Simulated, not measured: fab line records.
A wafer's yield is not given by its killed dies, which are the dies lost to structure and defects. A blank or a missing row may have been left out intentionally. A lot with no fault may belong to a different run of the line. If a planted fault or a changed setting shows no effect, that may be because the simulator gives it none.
fab line records | flow n5_finfet | part 1 of 2: steps 1 to 3 of 6
[record] lots = 23 | wafers = 69 | last_day = 19
route steps=1938 shown BEOL_M2@877
lots untouched by any fault: they come from a run of this same line in which no faults occurred
start_h: hours from the record's opening day to when the first of the lot's shown wafers began | wait_h: hours since the lot's step before | " unchanged from the row above | L1.1+2: one row covering several wafers at once | - either no value or no given start | * or withheld: withheld | < > ~ a bound
route shown NAME@n: NAME is a module with steps in the file, n the number in the route of the first one | usual: mean/standard deviation of fault-free wafers | same: alike in all rows | chamber/n: place in a boat | sites: the reading at each site | _std_site: their standard deviation | _edge_site: mean of outer sites minus mean of inner sites | radius_mm: for every site, how far away it sits from the centre of the wafer | mask NAME#n: copy n | behind: the tool/chamber that last shaped the wafer | hold: why the lot was held/for how many hours/how that ended | device: transistor that didn't switch, given as n, p or np | end of line: tests run on the same wafers once the route is complete | where a step has no rows: the recipe by itself | killed: the dies lost at the first sort to structure and to defects; this is not the yield of the wafer | map: dies across one wafer; x = killed, . = not, _ = none there
set.NAME: the run value of the setting; set.NAME@STEP: its run value at that earlier step | model.NAME: the simulator's own value behind a step, which no gauge read
the route's steps for a sample of lots (tables are steps, rows are wafers)
services: from which hour (start_h, from the record's first day; less than 0 if before it) a tool's chamber was out of use, for how many hours, and why
[[steps]]
[step N5_BEOL_M2_OVL_MEAS_29]
[recipe] points_per_wafer = 522
[usual] V1_OVL = 0.3/0.66
lot.wafer | tool       | chamber | start_h | wait_h | V1_OVL[nm]
L075.2    | overlay-02 | 0       | 147.67  | 0.0    | 0.1
L075.4    | "          | 0       | "       | "      | 1.2
L075.6    | "          | 0       | "       | "      | -0.5
L076.1    | overlay-01 | 0       | 147.72  | 0.0    | -1.0
L076.4    | "          | 0       | "       | "      | -0.8
L076.6    | "          | 0       | "       | "      | -1.5
L077.1    | overlay-01 | 0       | 148.69  | 0.0    | -0.8
L077.4    | "          | 0       | "       | "      | -0.6
L077.6    | "          | 0       | "       | "      | -0.2
L078.2    | overlay-02 | 0       | 160.83  | 0.0    | 1.1
L078.4    | "          | 0       | "       | "      | 0.5
L078.6    | "          | 0       | "       | "      | 1.0
L079.2    | overlay-02 | 0       | 172.31  | 0.0    | 0.2
L079.3    | "          | 0       | "       | "      | 0.2
L079.5    | "          | 0       | "       | "      | 0.7
L080.1    | overlay-02 | 0       | 174.12  | 0.0    | 0.9
L080.3    | "          | 0       | "       | "      | 0.6
L080.5    | "          | 0       | "       | "      | 0.5
L081.1    | overlay-02 | 0       | 174.22  | 0.0    | 0.6
L081.2    | "          | 0       | "       | "      | 0.2
L081.6    | "          | 0       | "       | "      | -0.6
L082.1    | overlay-01 | 0       | 187.41  | 0.0    | 0.3
L082.4    | "          | 0       | "       | "      | -0.7
L082.5    | "          | 0       | "       | "      | -0.6
L083.2    | overlay-01 | 0       | 190.76  | 0.0    | -0.1
L083.4    | "          | 0       | "       | "      | -0.2
L083.6    | "          | 0       | "       | "      | -0.3
L084.2    | overlay-02 | 0       | 210.06  | 0.0    | 1.0
L084.5    | "          | 0       | "       | "      | 1.5
L084.6    | "          | 0       | "       | "      | 0.8
L085.2    | overlay-01 | 0       | 213.35  | 0.0    | -0.2
L085.5    | "          | 0       | "       | "      | -1.0
L085.6    | "          | 0       | "       | "      | -1.1
L087.2    | overlay-02 | 0       | 218.23  | 0.0    | 1.3
L087.3    | "          | 0       | "       | "      | 0.7
L087.6    | "          | 0       | "       | "      | 0.5
L086.1    | overlay-01 | 0       | 221.64  | 0.0    | 0.9
L086.3    | "          | 0       | "       | "      | 0.0
L086.5    | "          | 0       | "       | "      | 0.7
L088.2    | overlay-02 | 0       | 221.96  | 0.0    | 1.1
L088.3    | "          | 0       | "       | "      | 0.7
L088.4    | "          | 0       | "       | "      | 1.0
L089.1    | overlay-02 | 0       | 227.61  | 0.0    | 1.0
L089.4    | "          | 0       | "       | "      | 1.0
L089.6    | "          | 0       | "       | "      | 1.2
L090.3    | overlay-02 | 0       | 228.63  | 0.0    | 0.8
L090.4    | "          | 0       | "       | "      | -0.4
L090.6    | "          | 0       | "       | "      | -0.3
L091.2    | overlay-01 | 0       | 245.41  | 0.0    | -0.3
L091.5    | "          | 0       | "       | "      | 0.3
L091.6    | "          | 0       | "       | "      | 0.4
L092.3    | overlay-01 | 0       | 245.84  | 0.0    | 0.9
L092.5    | "          | 0       | "       | "      | -0.3
L092.6    | "          | 0       | "       | "      | 0.6
L093.2    | overlay-02 | 0       | 252.31  | 0.0    | -1.3
L093.3    | "          | 0       | "       | "      | -0.4
L093.4    | "          | 0       | "       | "      | -0.5
L095.2    | overlay-02 | 0       | 260.34  | 0.0    | 0.2
L095.5    | "          | 0       | "       | "      | 0.8
L095.6    | "          | 0       | "       | "      | 1.7
L094.3    | overlay-01 | 0       | 260.53  | 0.0    | 1.7
L094.5    | "          | 0       | "       | "      | 1.0
L094.6    | "          | 0       | "       | "      | 0.1
L096.1    | overlay-02 | 0       | 276.38  | 0.0    | 1.1
L096.2    | "          | 0       | "       | "      | 0.4
L096.5    | "          | 0       | "       | "      | 0.7
L097.3    | overlay-02 | 0       | 286.03  | 0.0    | 0.0
L097.4    | "          | 0       | "       | "      | 0.8
L097.5    | "          | 0       | "       | "      | -0.5
[step N5_BEOL_M2_ETCH_77]
[recipe] chemistry = N2/H2 | target = underlayer | target_depth_a = 65 | mask_material = CAR-EUV | time_s = 5.2 | ion_energy_ev = 200 | pressure_mtorr = 30 | source_w = 840 | bias_w = 150 | n2_flow_sccm = 200 | h2_flow_sccm = 200 | ends = cleared
[usual] drypump_motor_current_A = 5.5/0.36 | etch_rf_on_time_s = 5.19/0.1 | oes_product_au = 0.65/0.053 | rf_vpp_V = 523.6/2.4 | showerhead_plenum_p_Torr = 2.53/0.081 | throttle_valve_pct = 18.03/0.25
lot.wafer | tool        | chamber | start_h | wait_h | drypump_motor_current_A | etch_rf_on_time_s | oes_product_au | rf_hours_counter_h | rf_vpp_V | showerhead_plenum_p_Torr | throttle_valve_pct
L075.2    | rie_diel-02 | 2       | 147.79  | 0.0    | 5.3                     | 5.11              | 0.63           | 193                | 521.7    | 2.41                     | 18.27
L075.4    | "           | 0       | "       | "      | 6.2                     | 5.19              | 0.66           | 143                | 520.8    | 2.44                     | 17.76
L075.6    | "           | 0       | "       | "      | 6.1                     | 5.21              | 0.67           | -                  | 521.7    | 2.44                     | 17.73
L076.1    | rie_diel-02 | 0       | 147.94  | 0.0    | 6.1                     | 5.31              | 0.66           | 143                | 520.7    | 2.44                     | 17.76
L076.4    | "           | 1       | "       | "      | 5.2                     | 5.26              | 0.66           | 135                | 522.4    | 2.56                     | 17.85
L076.6    | "           | 3       | "       | "      | 5.1                     | 5.27              | 0.63           | -                  | 527.2    | 2.66                     | 18.41
L077.1    | rie_diel-01 | 0       | 148.82  | 0.0    | 5.7                     | 5.25              | 0.71           | 62                 | 523.6    | 2.58                     | 17.89
L077.4    | "           | 2       | "       | "      | 5.7                     | 5.17              | 0.69           | 88                 | 524.6    | 2.57                     | 18.04
L077.6    | "           | 3       | "       | "      | 5.7                     | 4.92              | 0.64           | -                  | 523.9    | 2.53                     | 18.02
L078.2    | rie_diel-01 | 1       | 161.07  | 0.0    | 5.8                     | 5.12              | 0.79           | 22                 | 525.8    | 2.58                     | 17.56
L078.4    | "           | 3       | "       | "      | 5.7                     | 4.99              | 0.64           | 181                | 521.3    | 2.52                     | 18.02
L078.6    | "           | 0       | "       | "      | 5.8                     | 5.26              | 0.71           | -                  | 524.3    | 2.58                     | 17.89
L079.2    | rie_diel-02 | 2       | 172.43  | 0.0    | 5.3                     | 5.09              | 0.61           | 203                | 520.4    | 2.40                     | 18.32
L079.3    | "           | 1       | "       | "      | 5.3                     | 5.27              | 0.64           | 142                | 523.3    | 2.55                     | 17.87
L079.5    | "           | 3       | "       | "      | 5.1                     | 5.20              | 0.63           | -                  | 528.0    | 2.65                     | 18.43
L080.1    | rie_diel-01 | 1       | 174.25  | 0.0    | 5.7                     | 5.12              | 0.77           | 27                 | 525.9    | 2.58                     | 17.60
L080.3    | "           | 0       | "       | "      | 5.7                     | 5.32              | 0.71           | 72                 | 524.7    | 2.58                     | 17.94
L080.5    | "           | 3       | "       | "      | 5.7                     | 4.90              | 0.64           | -                  | 521.5    | 2.52                     | 18.02
L081.1    | rie_diel-02 | 0       | 174.36  | 0.0    | 6.2                     | 5.17              | 0.65           | 154                | 521.2    | 2.44                     | 17.76
L081.2    | "           | 1       | "       | "      | 5.2                     | 5.20              | 0.65           | 142                | 524.0    | 2.55                     | 17.87
L081.6    | "           | 0       | "       | "      | 6.1                     | 5.16              | 0.65           | -                  | 519.8    | 2.44                     | 17.77
L082.1    | rie_diel-06 | 0       | 187.54  | 0.0    | 5.2                     | 5.30              | 0.60           | 207                | 528.6    | 2.62                     | 18.09
L082.4    | "           | 3       | "       | "      | 5.9                     | 5.20              | 0.64           | -                  | 518.6    | 2.45                     | 18.12
L082.5    | "           | 0       | "       | "      | 5.2                     | 5.37              | 0.60           | -                  | 525.4    | 2.62                     | 18.10
L083.2    | rie_diel-01 | 2       | 190.88  | 0.0    | 5.7                     | 5.22              | 0.68           | 102                | 525.8    | 2.56                     | 18.08
L083.4    | "           | 3       | "       | "      | 5.7                     | 4.94              | 0.64           | 191                | 522.3    | 2.52                     | 18.04
L083.6    | "           | 2       | "       | "      | 5.7                     | 5.14              | 0.69           | -                  | 523.9    | 2.56                     | 18.07
L084.2    | rie_diel-01 | 2       | 210.19  | 0.0    | 5.7                     | 5.16              | 0.67           | 109                | 524.8    | 2.56                     | 18.08
L084.5    | "           | 0       | "       | "      | 5.7                     | 5.21              | 0.70           | -                  | 524.5    | 2.57                     | 17.93
L084.6    | "           | 3       | "       | "      | 5.7                     | 4.93              | 0.63           | -                  | 524.2    | 2.52                     | 18.03
L085.2    | rie_diel-02 | 2       | 213.47  | 0.0    | 5.3                     | 5.23              | 0.61           | 210                | 519.6    | 2.40                     | 18.29
L085.5    | "           | 3       | "       | "      | 5.1                     | 5.29              | 0.62           | -                  | 528.1    | 2.65                     | 18.46
L085.6    | "           | 0       | "       | "      | 6.1                     | 5.25              | 0.65           | -                  | 519.5    | 2.43                     | 17.80
L087.2    | rie_diel-01 | 2       | 218.72  | 0.0    | 5.7                     | 5.21              | 0.67           | 112                | 526.1    | 2.56                     | 18.09
L087.3    | "           | 1       | "       | "      | 5.7                     | 5.13              | 0.76           | 41                 | 525.0    | 2.57                     | 17.63
L087.6    | "           | 1       | "       | "      | 5.7                     | 5.16              | 0.76           | -                  | 525.1    | 2.57                     | 17.63
L086.1    | rie_diel-06 | 3       | 221.82  | 0.0    | 5.9                     | 5.21              | 0.63           | 186                | 520.5    | 2.44                     | 18.14
L086.3    | "           | 1       | "       | "      | 5.2                     | 5.04              | 0.84           | 11                 | 522.3    | 2.49                     | 17.64
L086.5    | "           | 3       | "       | "      | 5.9                     | 5.24              | 0.62           | -                  | 521.2    | 2.44                     | 18.14
L088.2    | rie_diel-01 | 0       | 222.09  | 0.0    | 5.8                     | 5.29              | 0.69           | 86                 | 526.1    | 2.57                     | 17.94
L088.3    | "           | 3       | "       | "      | 5.7                     | 4.95              | 0.63           | 201                | 523.8    | 2.51                     | 18.04
L088.4    | "           | 2       | "       | "      | 5.7                     | 5.20              | 0.67           | 113                | 523.9    | 2.56                     | 18.09
L089.1    | rie_diel-06 | 0       | 227.74  | 0.0    | 5.2                     | 5.34              | 0.59           | 225                | 527.4    | 2.61                     | 18.13
L089.4    | "           | 2       | "       | "      | 5.1                     | 5.32              | 0.57           | 216                | 526.3    | 2.62                     | 17.94
L089.6    | "           | 3       | "       | "      | 5.9                     | 5.32              | 0.61           | -                  | 521.9    | 2.44                     | 18.14
L090.3    | rie_diel-02 | 2       | 228.74  | 0.0    | 5.3                     | 5.20              | 0.60           | 216                | 520.5    | 2.40                     | 18.31
L090.4    | "           | 1       | "       | "      | 5.2                     | 5.22              | 0.64           | 161                | 524.5    | 2.55                     | 17.89
L090.6    | "           | 1       | "       | "      | 5.2                     | 5.23              | 0.63           | -                  | 525.1    | 2.54                     | 17.89
L091.2    | rie_diel-02 | 3       | 245.53  | 0.0    | 5.1                     | 5.20              | 0.62           | 206                | 526.3    | 2.64                     | 18.49
L091.5    | "           | 3       | "       | "      | 5.1                     | 5.17              | 0.61           | -                  | 527.8    | 2.64                     | 18.48
L091.6    | "           | 0       | "       | "      | 6.2                     | 5.25              | 0.64           | -                  | 521.1    | 2.42                     | 17.82
L092.3    | rie_diel-01 | 0       | 245.96  | 0.0    | 5.8                     | 5.23              | 0.69           | 95                 | 524.0    | 2.57                     | 17.95
L092.5    | "           | 0       | "       | "      | 5.7                     | 5.26              | 0.68           | -                  | 523.8    | 2.57                     | 17.97
L092.6    | "           | 3       | "       | "      | 5.7                     | 4.94              | 0.63           | -                  | 524.1    | 2.51                     | 18.04
L093.2    | rie_diel-02 | 0       | 252.61  | 0.0    | 6.1                     | 5.32              | 0.63           | 181                | 521.0    | 2.42                     | 17.81
L093.3    | "           | 2       | "       | "      | 5.3                     | 5.20              | 0.60           | 224                | 520.3    | 2.39                     | 18.33
L093.4    | "           | 3       | "       | "      | 5.1                     | 5.24              | 0.62           | 207                | 525.1    | 2.64                     | 18.51
L095.2    | rie_diel-02 | 0       | 260.46  | 0.0    | 6.2                     | 5.30              | 0.63           | 184                | 522.1    | 2.42                     | 17.83
L095.5    | "           | 2       | "       | "      | 5.3                     | 5.19              | 0.60           | -                  | 522.6    | 2.39                     | 18.34
L095.6    | "           | 1       | "       | "      | 5.2                     | 5.31              | 0.62           | -                  | 523.4    | 2.54                     | 17.91
L094.3    | rie_diel-02 | 2       | 260.64  | 0.0    | 5.3                     | 5.15              | 0.61           | 227                | 519.5    | 2.39                     | 18.34
L094.5    | "           | 0       | "       | "      | 6.2                     | 5.21              | 0.64           | -                  | 520.4    | 2.42                     | 17.82
L094.6    | "           | 1       | "       | "      | 5.2                     | 5.28              | 0.63           | -                  | 523.1    | 2.54                     | 17.91
L096.1    | rie_diel-02 | 1       | 276.51  | 0.0    | 5.2                     | 5.25              | 0.63           | 176                | 524.5    | 2.54                     | 17.91
L096.2    | "           | 3       | "       | "      | 5.1                     | 5.27              | 0.60           | 214                | 524.9    | 2.64                     | 18.51
L096.5    | "           | 1       | "       | "      | 5.2                     | 5.23              | 0.62           | -                  | 523.5    | 2.54                     | 17.91
L097.3    | rie_diel-02 | 3       | 286.15  | 0.0    | 5.1                     | 5.29              | 0.60           | 217                | 527.7    | 2.63                     | 18.52
L097.4    | "           | 0       | "       | "      | 6.1                     | 5.18              | 0.63           | 191                | 521.0    | 2.42                     | 17.85
L097.5    | "           | 0       | "       | "      | 6.1                     | 5.21              | 0.63           | -                  | 520.1    | 2.42                     | 17.85
[step N5_BEOL_M2_ETCHBACK_99]
[recipe] chemistry = CHF3 | target = SiO2 | target_depth_a = 50 | time_s = 10.4 | source_w = 215 | bias_w = 47 | Ar_flow_sccm = 200 | CHF3_flow_sccm = 12 | ion_energy_ev = 100 | pressure_mtorr = 30
[usual] CHF3_flow_sccm = 12.00/0.038 | drypump_motor_current_A = 5.5/0.31 | oes_ar_750_au = 0.77/0.062 | oes_product_au = 0.77/0.064 | rf_vpp_V = 241/4.8 | showerhead_plenum_p_Torr = 2.15/0.06 | throttle_valve_pct = 17.26/0.19
lot.wafer | tool        | chamber | start_h | wait_h | CHF3_flow_sccm | drypump_motor_current_A | oes_ar_750_au | oes_product_au | rf_hours_counter_h | rf_vpp_V | showerhead_plenum_p_Torr | throttle_valve_pct
L075.2    | rie_diel-06 | 0       | 149.46  | 1.5    | 11.97          | 5.2                     | 0.74          | 0.71           | 191                | 236      | 2.22                     | 17.41
L075.4    | "           | 2       | "       | "      | 12.02          | 5.1                     | 0.71          | 0.70           | -                  | 243      | 2.25                     | 17.28
L075.6    | "           | 0       | "       | "      | 11.97          | 5.2                     | 0.73          | 0.72           | -                  | 237      | 2.22                     | 17.42
L076.1    | rie_diel-01 | 0       | 149.50  | 1.4    | 12.00          | 5.7                     | 0.84          | 0.84           | 62                 | 244      | 2.19                     | 17.16
L076.4    | "           | 3       | "       | "      | 11.99          | 5.7                     | 0.75          | 0.75           | 176                | 243      | 2.14                     | 17.31
L076.6    | "           | 3       | "       | "      | 12.01          | 5.7                     | 0.75          | 0.74           | -                  | 244      | 2.14                     | 17.32
L077.1    | rie_diel-02 | 1       | 149.54  | 0.5    | 11.97          | 5.2                     | 0.76          | 0.77           | 135                | 238      | 2.16                     | 17.06
L077.4    | "           | 0       | "       | "      | 11.98          | 6.1                     | 0.78          | 0.78           | 143                | 237      | 2.08                     | 17.02
L077.6    | "           | 0       | "       | "      | 12.04          | 6.1                     | 0.78          | 0.79           | -                  | 236      | 2.08                     | 17.03
L078.2    | rie_diel-01 | 0       | 163.97  | 2.8    | 12.01          | 5.7                     | 0.83          | 0.83           | 68                 | 242      | 2.19                     | 17.15
L078.4    | "           | 3       | "       | "      | 12.02          | 5.7                     | 0.75          | 0.74           | 182                | 244      | 2.14                     | 17.31
L078.6    | "           | 0       | "       | "      | 11.99          | 5.7                     | 0.83          | 0.84           | -                  | 245      | 2.19                     | 17.16
L079.2    | rie_diel-01 | 2       | 176.05  | 3.5    | 12.01          | 5.7                     | 0.80          | 0.80           | 98                 | 237      | 2.16                     | 17.17
L079.3    | "           | 3       | "       | "      | 11.99          | 5.7                     | 0.74          | 0.74           | 186                | 243      | 2.14                     | 17.31
L079.5    | "           | 0       | "       | "      | 12.04          | 5.7                     | 0.83          | 0.82           | -                  | 244      | 2.19                     | 17.18
L080.1    | rie_diel-02 | 3       | 179.75  | 5.2    | 12.00          | 5.1                     | 0.74          | 0.75           | 183                | 247      | 2.23                     | 17.49
L080.3    | "           | 0       | "       | "      | 12.05          | 6.1                     | 0.77          | 0.77           | 157                | 236      | 2.07                     | 17.05
L080.5    | "           | 1       | "       | "      | 12.01          | 5.2                     | 0.75          | 0.76           | -                  | 237      | 2.15                     | 17.07
L081.1    | rie_diel-01 | 3       | 189.24  | 14.6   | 12.06          | 5.7                     | 0.73          | 0.74           | 191                | 244      | 2.14                     | 17.32
L081.2    | "           | 1       | "       | "      | 12.00          | 5.7                     | 0.89          | 0.90           | 31                 | 247      | 2.19                     | 16.96
L081.6    | "           | 3       | "       | "      | 11.96          | 5.7                     | 0.74          | 0.74           | -                  | 243      | 2.14                     | 17.32
L082.1    | rie_diel-06 | 3       | 190.76  | 1.8    | 12.02          | 5.9                     | 0.76          | 0.74           | 172                | 232      | 2.07                     | 17.24
L082.4    | "           | 3       | "       | "      | 11.98          | 5.9                     | 0.76          | 0.74           | -                  | 234      | 2.07                     | 17.24
L082.5    | "           | 2       | "       | "      | 12.03          | 5.1                     | 0.70          | 0.69           | -                  | 243      | 2.24                     | 17.33
L083.2    | rie_diel-02 | 0       | 201.84  | 10.8   | 12.02          | 6.2                     | 0.77          | 0.75           | 164                | 236      | 2.07                     | 17.06
L083.4    | "           | 2       | "       | "      | 12.00          | 5.3                     | 0.71          | 0.70           | 207                | 246      | 2.05                     | 17.54
L083.6    | "           | 2       | "       | "      | 12.04          | 5.3                     | 0.71          | 0.70           | -                  | 246      | 2.05                     | 17.56
L084.2    | rie_diel-06 | 2       | 210.64  | 0.2    | 12.03          | 5.1                     | 0.70          | 0.69           | 215                | 242      | 2.24                     | 17.33
L084.5    | "           | 0       | "       | "      | 11.99          | 5.2                     | 0.71          | 0.71           | -                  | 236      | 2.22                     | 17.47
L084.6    | "           | 3       | "       | "      | 11.96          | 5.9                     | 0.75          | 0.74           | -                  | 233      | 2.07                     | 17.26
L085.2    | rie_diel-01 | 2       | 215.94  | 2.3    | 11.98          | 5.6                     | 0.80          | 0.78           | 110                | 238      | 2.16                     | 17.17
L085.5    | "           | 2       | "       | "      | 12.02          | 5.6                     | 0.79          | 0.79           | -                  | 237      | 2.16                     | 17.18
L085.6    | "           | 1       | "       | "      | 12.00          | 5.7                     | 0.88          | 0.88           | -                  | 246      | 2.19                     | 17.00
L087.2    | rie_diel-06 | 3       | 222.67  | 3.8    | 12.05          | 5.9                     | 0.74          | 0.73           | 187                | 233      | 2.07                     | 17.28
L087.3    | "           | 1       | "       | "      | 11.97          | 5.2                     | 0.96          | 0.97           | 12                 | 245      | 2.14                     | 17.00
L087.6    | "           | 3       | "       | "      | 12.03          | 5.9                     | 0.75          | 0.74           | -                  | 232      | 2.07                     | 17.26
L086.1    | rie_diel-01 | 1       | 226.17  | 3.7    | 12.00          | 5.8                     | 0.88          | 0.88           | 44                 | 245      | 2.19                     | 17.01
L086.3    | "           | 0       | "       | "      | 12.01          | 5.7                     | 0.81          | 0.81           | 88                 | 243      | 2.18                     | 17.17
L086.5    | "           | 2       | "       | "      | 11.92          | 5.7                     | 0.79          | 0.77           | -                  | 238      | 2.16                     | 17.18
L088.2    | rie_diel-01 | 0       | 229.27  | 6.7    | 11.95          | 5.8                     | 0.81          | 0.81           | 90                 | 244      | 2.18                     | 17.21
L088.3    | "           | 3       | "       | "      | 12.00          | 5.7                     | 0.73          | 0.74           | 203                | 242      | 2.13                     | 17.34
L088.4    | "           | 1       | "       | "      | 11.94          | 5.8                     | 0.87          | 0.87           | 45                 | 246      | 2.19                     | 17.01
L089.1    | rie_diel-02 | 2       | 234.07  | 6.2    | 11.97          | 5.3                     | 0.71          | 0.70           | 218                | 246      | 2.04                     | 17.57
L089.4    | "           | 3       | "       | "      | 11.93          | 5.1                     | 0.72          | 0.72           | 201                | 248      | 2.23                     | 17.53
L089.6    | "           | 3       | "       | "      | 11.94          | 5.1                     | 0.72          | 0.73           | -                  | 246      | 2.23                     | 17.55
L090.3    | rie_diel-02 | 1       | 239.45  | 10.4   | 11.96          | 5.2                     | 0.73          | 0.75           | 164                | 238      | 2.15                     | 17.10
L090.4    | "           | 2       | "       | "      | 12.05          | 5.3                     | 0.71          | 0.70           | 220                | 247      | 2.04                     | 17.60
L090.6    | "           | 1       | "       | "      | 11.99          | 5.3                     | 0.74          | 0.74           | -                  | 237      | 2.15                     | 17.11
L091.2    | rie_diel-02 | 1       | 247.23  | 1.5    | 11.97          | 5.2                     | 0.73          | 0.74           | 167                | 238      | 2.15                     | 17.11
L091.5    | "           | 2       | "       | "      | 12.00          | 5.3                     | 0.70          | 0.69           | -                  | 247      | 2.04                     | 17.59
L091.6    | "           | 3       | "       | "      | 11.97          | 5.1                     | 0.72          | 0.72           | -                  | 249      | 2.22                     | 17.55
L092.3    | rie_diel-02 | 3       | 250.27  | 4.2    | 11.95          | 5.1                     | 0.71          | 0.72           | 207                | 248      | 2.22                     | 17.54
L092.5    | "           | 1       | "       | "      | 11.94          | 5.2                     | 0.74          | 0.74           | -                  | 236      | 2.15                     | 17.10
L092.6    | "           | 2       | "       | "      | 11.98          | 5.3                     | 0.70          | 0.69           | -                  | 247      | 2.04                     | 17.58
L093.2    | rie_diel-02 | 0       | 257.46  | 4.7    | 11.99          | 6.2                     | 0.75          | 0.75           | 183                | 237      | 2.06                     | 17.07
L093.3    | "           | 3       | "       | "      | 12.00          | 5.1                     | 0.72          | 0.73           | 209                | 249      | 2.22                     | 17.53
L093.4    | "           | 2       | "       | "      | 12.00          | 5.3                     | 0.70          | 0.69           | 226                | 247      | 2.04                     | 17.58
L095.2    | rie_diel-01 | 0       | 265.48  | 4.9    | 12.09          | 5.7                     | 0.79          | 0.80           | 101                | 243      | 2.18                     | 17.21
L095.5    | "           | 3       | "       | "      | 11.96          | 5.7                     | 0.72          | 0.72           | -                  | 243      | 2.13                     | 17.37
L095.6    | "           | 2       | "       | "      | 11.98          | 5.7                     | 0.78          | 0.76           | -                  | 238      | 2.15                     | 17.20
L094.3    | rie_diel-01 | 0       | 274.79  | 14.0   | 11.98          | 5.7                     | 0.80          | 0.79           | 104                | 243      | 2.17                     | 17.22
L094.5    | "           | 2       | "       | "      | 12.01          | 5.6                     | 0.78          | 0.76           | -                  | 236      | 2.15                     | 17.21
L094.6    | "           | 3       | "       | "      | 11.93          | 5.7                     | 0.72          | 0.72           | -                  | 243      | 2.13                     | 17.38
L096.1    | rie_diel-02 | 1       | 279.31  | 2.4    | 12.01          | 5.2                     | 0.73          | 0.74           | 176                | 236      | 2.14                     | 17.12
L096.2    | "           | 3       | "       | "      | 11.96          | 5.1                     | 0.71          | 0.72           | 214                | 249      | 2.22                     | 17.57
L096.5    | "           | 1       | "       | "      | 12.03          | 5.2                     | 0.73          | 0.74           | -                  | 238      | 2.14                     | 17.11
L097.3    | rie_diel-01 | 0       | 287.04  | 0.2    | 12.06          | 5.7                     | 0.79          | 0.79           | 108                | 241      | 2.17                     | 17.24
L097.4    | "           | 3       | "       | "      | 11.91          | 5.7                     | 0.71          | 0.72           | 223                | 243      | 2.13                     | 17.37
L097.5    | "           | 1       | "       | "      | 12.01          | 5.7                     | 0.84          | 0.85           | -                  | 247      | 2.18                     | 17.05
